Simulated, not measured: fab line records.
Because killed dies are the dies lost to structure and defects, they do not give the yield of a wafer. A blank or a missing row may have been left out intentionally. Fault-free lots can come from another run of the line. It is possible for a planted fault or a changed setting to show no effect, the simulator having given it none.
Which tool is to blame?	flow n5-finfet	19 lots with 57 wafers sampled at 6 steps, on a route of 1938 steps

## WHAT THE GAUGES READ, wafer by wafer
Not one reading of a measure or inspect step in the record can be checked against a usual standard deviation.

## EACH LOT AND THE TOOL THAT RAN IT (in order: tool; ch and the chambers of the sampled wafers; start)
lot	N5_BEOL_M0_SAQP_ETCH_102	N5_BEOL_M0_SAQP_MANDREL_ETCH_103	N5_BEOL_M0_SAQP_RECESS_104	N5_BEOL_M0_SAQP_STRIP_75	N5_BEOL_M0_ETCH_138	N5_BEOL_M0_HM_OPEN_105
L074	rie-si-04 ch 0,1,3, day 6 03:08	rie-si-04 ch 0,1,3, day 6 03:11	vapor-etch-02 ch 0,1, day 6 03:23	rie-diel-02 ch 0,1,2, day 6 06:06	rie-diel-01 ch 2,3, day 6 06:47	rie-metal-02 ch 0,1, day 6 08:23
L076	rie-si-06 ch 0,2,3, day 6 04:58	rie-si-06 ch 0,2,3, day 6 05:01	vapor-etch-02 ch 0,1, day 6 05:05	rie-diel-06 ch 2,3, day 6 08:37	rie-diel-04 ch 1,2, day 6 09:15	rie-metal-02 ch 0,1, day 6 12:03
L077	rie-si-06 ch 0,2,3, day 6 21:40	rie-si-06 ch 0,2,3, day 6 21:42	vapor-etch-01 ch 0,1, day 6 21:47	rie-diel-03 ch 0,1,3, day 7 01:14	rie-diel-05 ch 1,3, day 7 02:41	rie-metal-02 ch 0,1, day 7 02:47
L078	rie-si-06 ch 0,2,3, day 6 22:29	rie-si-06 ch 0,2,3, day 6 22:31	vapor-etch-01 ch 0, day 6 22:35	rie-diel-06 ch 1,2,3, day 7 03:16	rie-diel-01 ch 0,3, day 7 04:04	rie-metal-03 ch 0,1, day 7 07:25
L075	rie-si-04 ch 0,1,2, day 6 22:34	rie-si-04 ch 0,1,2, day 6 22:36	vapor-etch-01 ch 0, day 6 22:57	rie-diel-02 ch 0,1, day 7 03:20	rie-diel-04 ch 1,2,3, day 7 04:13	rie-metal-01 ch 0, day 7 04:25
L080	rie-si-05 ch 0,2, day 7 06:13	rie-si-05 ch 0,2, day 7 06:14	vapor-etch-01 ch 0,1, day 7 06:19	rie-diel-06 ch 1,3, day 7 09:28	rie-diel-01 ch 0,2, day 7 10:10	rie-metal-02 ch 0, day 7 14:34
L081	rie-si-04 ch 0,1,2, day 7 12:49	rie-si-04 ch 0,1,2, day 7 12:52	vapor-etch-01 ch 0,1, day 7 12:56	rie-diel-02 ch 0,1, day 7 16:56	rie-diel-04 ch 0,3, day 7 17:38	rie-metal-01 ch 0,1, day 7 20:18
L084	rie-si-04 ch 0,1,3, day 8 08:26	rie-si-04 ch 0,1,3, day 8 08:28	vapor-etch-01 ch 0, day 8 08:33	rie-diel-02 ch 0,1,3, day 8 13:11	rie-diel-01 ch 1,2,3, day 8 14:14	rie-metal-01 ch 0,1, day 8 14:25
L085	rie-si-06 ch 0,1,2, day 8 15:58	rie-si-06 ch 0,1,2, day 8 15:59	vapor-etch-01 ch 0,1, day 8 16:04	rie-diel-03 ch 0,2, day 8 19:40	rie-diel-05 ch 0,2,3, day 8 20:22	rie-metal-01 ch 0,1, day 8 20:32
L086	rie-si-04 ch 0,1, day 8 18:12	rie-si-04 ch 0,1, day 8 18:14	vapor-etch-02 ch 0,1, day 8 18:26	rie-diel-02 ch 0,1,2, day 8 21:54	rie-diel-04 ch 1,2, day 8 22:35	rie-metal-02 ch 0,1, day 8 23:52
L087	rie-si-04 ch 0,3, day 8 21:17	rie-si-04 ch 0,3, day 8 21:19	vapor-etch-02 ch 0,1, day 8 21:24	rie-diel-03 ch 0,1,2, day 9 01:16	rie-diel-04 ch 0,2,3, day 9 01:58	rie-metal-01 ch 0,1, day 9 03:13
L088	rie-si-04 ch 0,2,3, day 9 03:47	rie-si-04 ch 0,2,3, day 9 03:50	vapor-etch-01 ch 0,1, day 9 03:55	rie-diel-03 ch 0,1, day 9 07:01	rie-diel-01 ch 0,2,3, day 9 07:43	rie-metal-02 ch 0,1, day 9 09:32
L090	rie-si-04 ch 0,1,2, day 9 15:10	rie-si-04 ch 0,1,2, day 9 15:11	vapor-etch-01 ch 0, day 9 15:16	rie-diel-06 ch 1,3, day 9 18:13	rie-diel-05 ch 1,2,3, day 9 19:42	rie-metal-01 ch 0,1, day 10 03:43
L091	rie-si-06 ch 0,2, day 9 17:19	rie-si-06 ch 0,2, day 9 17:20	vapor-etch-01 ch 0,1, day 9 17:32	rie-diel-06 ch 0,2, day 9 20:47	rie-diel-01 ch 0,3, day 9 21:24	rie-metal-02 ch 0,1, day 10 06:49
L093	rie-si-04 ch 1,2, day 10 07:28	rie-si-04 ch 1,2, day 10 07:29	vapor-etch-01 ch 0,1, day 10 07:34	rie-diel-02 ch 0,2,3, day 10 10:26	rie-diel-05 ch 0,1,2, day 10 11:49	rie-metal-01 ch 1, day 10 15:46
L094	rie-si-04 ch 1,2,3, day 10 18:28	rie-si-04 ch 1,2,3, day 10 18:30	vapor-etch-01 ch 0,1, day 10 18:35	rie-diel-02 ch 0,2,3, day 10 21:26	rie-diel-04 ch 0,3, day 10 22:07	rie-metal-02 ch 0,1, day 10 23:23
L095	rie-si-06 ch 0,1,2, day 10 23:10	rie-si-06 ch 0,1,2, day 10 23:11	vapor-etch-01 ch 0,1, day 10 23:16	rie-diel-02 ch 0,2, day 11 02:15	rie-diel-04 ch 0,3, day 11 03:22	rie-metal-01 ch 0,1, day 11 04:31
L096	rie-si-04 ch 0,1, day 11 02:46	rie-si-04 ch 0,1, day 11 02:47	vapor-etch-02 ch 0,1, day 11 02:52	rie-diel-03 ch 0,2,3, day 11 06:46	rie-diel-04 ch 0,2,3, day 11 07:27	rie-metal-02 ch 0,1, day 11 12:04
L097	rie-si-05 ch 1,2,3, day 11 09:50	rie-si-05 ch 1,2,3, day 11 09:52	vapor-etch-01 ch 0, day 11 09:56	rie-diel-06 ch 1,2, day 11 12:48	rie-diel-05 ch 1,2,3, day 11 13:22	rie-metal-02 ch 0,1, day 11 18:41
- N5_BEOL_M0_SAQP_ETCH_102: etches SiO2 in CF4, target depth 4 nm, time 4.4 s.
- N5_BEOL_M0_SAQP_MANDREL_ETCH_103: etches a-Si in HBr/Cl2, stops on SiCN, target depth 45 nm, bt time 10 s, time 27 s.
- N5_BEOL_M0_SAQP_RECESS_104: chemistry HF/NH3, target SiO2, target depth 18 nm, afs cycles 3, sublimation time 60 s.
- N5_BEOL_M0_SAQP_STRIP_75: strips in CF4.
- N5_BEOL_M0_ETCH_138: etches SiCN in CH3F/O2, target depth 12 nm, time 31.6 s.
- N5_BEOL_M0_HM_OPEN_105: chemistry Cl2/BCl3, target TiN, target depth 12 nm.

## WHAT THE TOOLS THEMSELVES READ (means of the sampled wafers that have a number; where no wafer has one, the mark that the record gives instead)
N5_BEOL_M0_SAQP_ETCH_102. Usual: bias-w 399.8 W, standard deviation 1.3; cf4-flow-sccm 80.03 sccm, standard deviation 0.26; drypump-motor-current-A 5.9 A, standard deviation 0.42; oes-product-au 1.003 a.u., standard deviation 0.029; throttle-valve-pct 21.72 %, standard deviation 0.29.
lot	tool	bias-w (W)	cf4-flow-sccm (sccm)	drypump-motor-current-A (A)	oes-product-au (a.u.)	throttle-valve-pct (%)	flag
L074	rie-si-04	399.8	79.90	5.8	1.025	21.63	
L076	rie-si-06	399.2	79.97	5.9	0.981	21.59	
L077	rie-si-06	400.4	79.94	5.9	0.978	21.60	
L078	rie-si-06	399.9	80.13	6.0	0.977	21.60	
L075	rie-si-04	400.6	79.97	5.7	1.011	21.92	
L080	rie-si-05	400.0	79.95	5.9	0.994	21.82	
L081	rie-si-04	399.5	80.12	5.7	1.007	21.91	
L084	rie-si-04	399.9	80.12	5.8	1.012	21.63	
L085	rie-si-06	399.6	80.01	6.0	0.962	21.52	
L086	rie-si-04	401.0	80.24	5.4	0.996	21.70	
L087	rie-si-04	402.4	80.09	6.1	1.023	21.62	
L088	rie-si-04	400.3	79.72	6.1	1.031	21.85	
L090	rie-si-04	399.4	80.29	5.7	1.001	21.92	
L091	rie-si-06	400.3	79.70	6.1	0.966	21.54	
L093	rie-si-04	399.7	80.27	5.6	1.010	22.13	
L094	rie-si-04	400.1	80.05	5.7	1.030	21.84	
L095	rie-si-06	399.3	80.14	6.0	0.961	21.52	
L096	rie-si-04	400.4	80.09	5.8	0.993	21.69	
L097	rie-si-05	400.1	80.10	5.5	0.997	21.82	

N5_BEOL_M0_SAQP_MANDREL_ETCH_103. Usual: bias-w 74.99 W, standard deviation 0.21; drypump-motor-current-A 5.9 A, standard deviation 0.42; oes-product-au 0.683 a.u., standard deviation 0.012; throttle-valve-pct 35.1 %, standard deviation 0.47.
lot	tool	bias-w (W)	drypump-motor-current-A (A)	oes-product-au (a.u.)	throttle-valve-pct (%)	flag
L074	rie-si-04	74.93	5.8	0.693	34.8	
L076	rie-si-06	74.97	5.9	0.678	35.1	
L077	rie-si-06	75.07	5.9	0.672	35.1	
L078	rie-si-06	74.95	6.0	0.679	35.1	
L075	rie-si-04	74.98	5.7	0.690	35.2	
L080	rie-si-05	74.95	5.9	0.681	35.7	
L081	rie-si-04	75.05	5.7	0.689	35.2	
L084	rie-si-04	74.94	5.8	0.682	34.8	
L085	rie-si-06	74.87	6.1	0.674	35.0	
L086	rie-si-04	75.01	5.4	0.674	34.8	
L087	rie-si-04	74.88	6.2	0.692	35.1	
L088	rie-si-04	74.77	6.1	0.687	35.3	
L090	rie-si-04	74.69	5.7	0.688	35.3	
L091	rie-si-06	75.21	6.1	0.676	34.9	
L093	rie-si-04	74.99	5.6	0.690	35.5	
L094	rie-si-04	75.10	5.7	0.681	35.1	
L095	rie-si-06	74.78	6.0	0.680	35.0	
L096	rie-si-04	74.94	5.8	0.698	34.9	
L097	rie-si-05	75.02	5.5	0.691	35.4	

N5_BEOL_M0_SAQP_RECESS_104. Usual: drypump-motor-current-A 5.7 A, standard deviation 0.43; sublimation-temp-c 180.01 C, standard deviation 0.15.
lot	tool	drypump-motor-current-A (A)	sublimation-temp-c (C)	flag
L074	vapor-etch-02	5.5	179.93	
L076	vapor-etch-02	5.8	180.01	
L077	vapor-etch-01	5.9	179.99	
L078	vapor-etch-01	5.4	180.02	
L075	vapor-etch-01	5.4	180.00	
L080	vapor-etch-01	5.7	180.17	
L081	vapor-etch-01	5.6	180.11	
L084	vapor-etch-01	5.4	179.93	
L085	vapor-etch-01	5.9	179.80	
L086	vapor-etch-02	5.5	180.03	
L087	vapor-etch-02	5.8	179.93	
L088	vapor-etch-01	5.7	179.98	
L090	vapor-etch-01	5.4	179.97	
L091	vapor-etch-01	5.9	179.97	
L093	vapor-etch-01	5.6	179.95	
L094	vapor-etch-01	5.9	179.88	
L095	vapor-etch-01	5.6	180.12	
L096	vapor-etch-02	5.5	180.12	
L097	vapor-etch-01	5.4	180.01	

N5_BEOL_M0_SAQP_STRIP_75. Usual: bias-power-w 75.01 W, standard deviation 0.23; cf4-flow-sccm 150.1 sccm, standard deviation 0.49; drypump-motor-current-A 5.6 A, standard deviation 0.35; oes-product-au 0.179 a.u., standard deviation 0.019; rf-vpp-V 271.1 V, standard deviation 1.7; showerhead-plenum-p-Torr 1.79 Torr, standard deviation 0.065; throttle-valve-pct 13.6 %, standard deviation 0.32.
lot	tool	bias-power-w (W)	cf4-flow-sccm (sccm)	drypump-motor-current-A (A)	oes-product-au (a.u.)	rf-vpp-V (V)	showerhead-plenum-p-Torr (Torr)	throttle-valve-pct (%)	flag
L074	rie-diel-02	75.11	149.7	5.5	0.181	269.8	1.77	13.7	
L076	rie-diel-06	75.15	149.9	5.5	0.165	270.3	1.76	13.9	
L077	rie-diel-03	75.05	150.0	5.9	0.169	270.9	1.82	13.8	
L078	rie-diel-06	74.97	150.0	5.6	0.171	271.6	1.77	13.8	
L075	rie-diel-02	75.24	149.8	5.5	0.188	270.7	1.78	13.6	
L080	rie-diel-06	75.09	149.6	5.5	0.169	269.1	1.72	14.1	
L081	rie-diel-02	74.96	150.0	5.1	0.184	270.0	1.79	13.7	
L084	rie-diel-02	75.04	150.1	5.3	0.192	271.5	1.83	13.5	
L085	rie-diel-03	74.83	149.4	5.5	0.164	270.2	1.75	13.8	
L086	rie-diel-02	75.00	150.2	5.5	0.172	270.7	1.76	13.8	
L087	rie-diel-03	75.03	150.0	5.7	0.162	270.4	1.77	13.7	
L088	rie-diel-03	74.86	150.2	5.7	0.162	272.5	1.81	13.8	
L090	rie-diel-06	74.83	150.5	5.4	0.208	273.1	1.86	13.7	
L091	rie-diel-06	74.90	150.1	5.7	0.201	271.4	1.80	13.2	
L093	rie-diel-02	75.15	150.3	5.7	0.183	271.2	1.79	13.6	
L094	rie-diel-02	74.80	149.9	5.7	0.178	271.2	1.79	13.6	
L095	rie-diel-02	75.21	149.5	5.8	0.165	269.0	1.73	13.9	
L096	rie-diel-03	74.95	150.4	5.9	0.179	270.5	1.76	13.5	
L097	rie-diel-06	75.14	150.1	5.7	0.172	271.5	1.76	13.8	

N5_BEOL_M0_ETCH_138. Usual: O2_flow_sccm 20.00 sccm, standard deviation 0.063; bias-w 74.98 W, standard deviation 0.22; drypump-motor-current-A 5.9 A, standard deviation 0.43; etch-rf-on-time-s 29.2 s, standard deviation 1; mfc-ar-sccm 150.0 sccm, standard deviation 0.43; oes-product-au 0.69 a.u., standard deviation 0.075; rf-vpp-V 298.2 V, standard deviation 1.3; showerhead-plenum-p-Torr 2.04 Torr, standard deviation 0.065; throttle-valve-pct 16.22 %, standard deviation 0.16.
lot	tool	O2_flow_sccm (sccm)	bias-w (W)	drypump-motor-current-A (A)	etch-rf-on-time-s (s)	mfc-ar-sccm (sccm)	oes-product-au (a.u.)	rf-vpp-V (V)	showerhead-plenum-p-Torr (Torr)	throttle-valve-pct (%)	flag
L074	rie-diel-01	19.95	74.93	6.1	30.2	150.2	0.64	297.2	1.99	16.07	
L076	rie-diel-04	20.02	74.93	5.9	29.9	150.2	0.73	298.4	2.03	16.16	
L077	rie-diel-05	19.95	75.01	6.4	28.4	150.3	0.83	299.4	2.13	16.21	
L078	rie-diel-01	20.01	74.96	6.3	30.1	150.3	0.69	298.9	2.08	16.16	
L075	rie-diel-04	20.00	75.11	5.9	29.5	150.1	0.70	298.0	2.04	16.26	
L080	rie-diel-01	19.96	75.15	6.0	29.2	149.7	0.69	298.6	2.09	16.23	
L081	rie-diel-04	19.99	75.10	5.5	28.7	150.2	0.60	298.0	2.01	16.42	
L084	rie-diel-01	20.02	74.72	6.0	29.6	150.6	0.61	297.1	1.98	16.25	
L085	rie-diel-05	20.05	74.91	6.1	28.5	150.0	0.73	299.2	2.09	16.05	
L086	rie-diel-04	20.04	74.84	6.1	29.1	150.0	0.73	298.5	2.04	16.27	
L087	rie-diel-04	20.08	74.96	5.5	29.7	149.8	0.62	297.8	2.00	16.35	
L088	rie-diel-01	20.01	74.98	6.0	29.1	150.1	0.65	298.1	2.03	16.19	
L090	rie-diel-05	20.03	75.12	6.2	28.4	149.9	0.75	298.5	2.09	16.16	
L091	rie-diel-01	20.00	75.04	6.3	31.7	150.4	0.67	298.2	2.07	16.24	
L093	rie-diel-05	19.90	74.91	5.9	29.7	149.9	0.72	298.9	2.08	16.13	
L094	rie-diel-04	20.01	74.96	5.3	28.0	150.3	0.76	297.5	1.97	16.16	
L095	rie-diel-04	19.98	75.03	5.3	28.8	149.8	0.75	297.5	1.97	16.16	
L096	rie-diel-04	19.98	74.97	5.5	29.0	150.0	0.69	297.4	1.99	16.22	
L097	rie-diel-05	20.06	74.89	6.2	30.1	150.7	0.72	298.7	2.09	16.19	

N5_BEOL_M0_HM_OPEN_105. Usual: bias-w 126.0 W, standard deviation 0.42; drypump-motor-current-A 5.9 A, standard deviation 0.46; mfc-ar-sccm 25.01 sccm, standard deviation 0.079; oes-product-au 0.75 a.u., standard deviation 0.057; throttle-valve-pct 21.8 %, standard deviation 0.34.
lot	tool	bias-w (W)	drypump-motor-current-A (A)	mfc-ar-sccm (sccm)	oes-product-au (a.u.)	throttle-valve-pct (%)	flag
L074	rie-metal-02	126.0	5.4	25.03	0.74	22.1	
L076	rie-metal-02	126.2	5.4	25.02	0.77	22.0	
L077	rie-metal-02	126.0	5.4	24.99	0.73	22.2	
L078	rie-metal-03	125.6	6.2	25.04	0.69	22.0	
L075	rie-metal-01	125.4	6.4	25.00	0.82	21.3	
L080	rie-metal-02	126.1	5.4	25.07	0.80	21.8	
L081	rie-metal-01	126.2	6.4	24.97	0.79	21.4	
L084	rie-metal-01	126.2	6.3	24.95	0.76	21.6	
L085	rie-metal-01	126.0	6.3	25.03	0.76	21.6	
L086	rie-metal-02	125.8	5.4	24.95	0.72	22.2	
L087	rie-metal-01	126.2	6.4	25.02	0.79	21.5	
L088	rie-metal-02	126.1	5.4	25.06	0.76	22.0	
L090	rie-metal-01	126.3	6.4	25.02	0.78	21.5	
L091	rie-metal-02	125.9	5.4	24.96	0.71	22.2	
L093	rie-metal-01	125.5	6.3	25.03	0.73	21.8	
L094	rie-metal-02	126.3	5.4	24.95	0.70	22.2	
L095	rie-metal-01	125.8	6.3	25.13	0.75	21.6	
L096	rie-metal-02	126.0	5.4	25.11	0.71	22.2	
L097	rie-metal-02	126.0	5.4	25.02	0.71	22.2	

## THE ANSWER, worked out from the rows above alone
Rule: a lot is off if the mean of its wafers that have a number lies more than 3 standard deviations from the usual mean. A lot without any number at a reading at which 4 lots or more have one is off too. Any other lot the step has rows for is counted as sound. Order of review: gauges by route order, followed by the tools' own readings, for which a lot's mean as printed above is used. At the first step where some lot is off, the reading lying furthest off is the one used; lots without a number count as furthest.
None of the lots is off at any reading shown; this tells nothing.

## WHAT THE SIMULATOR PUT IN
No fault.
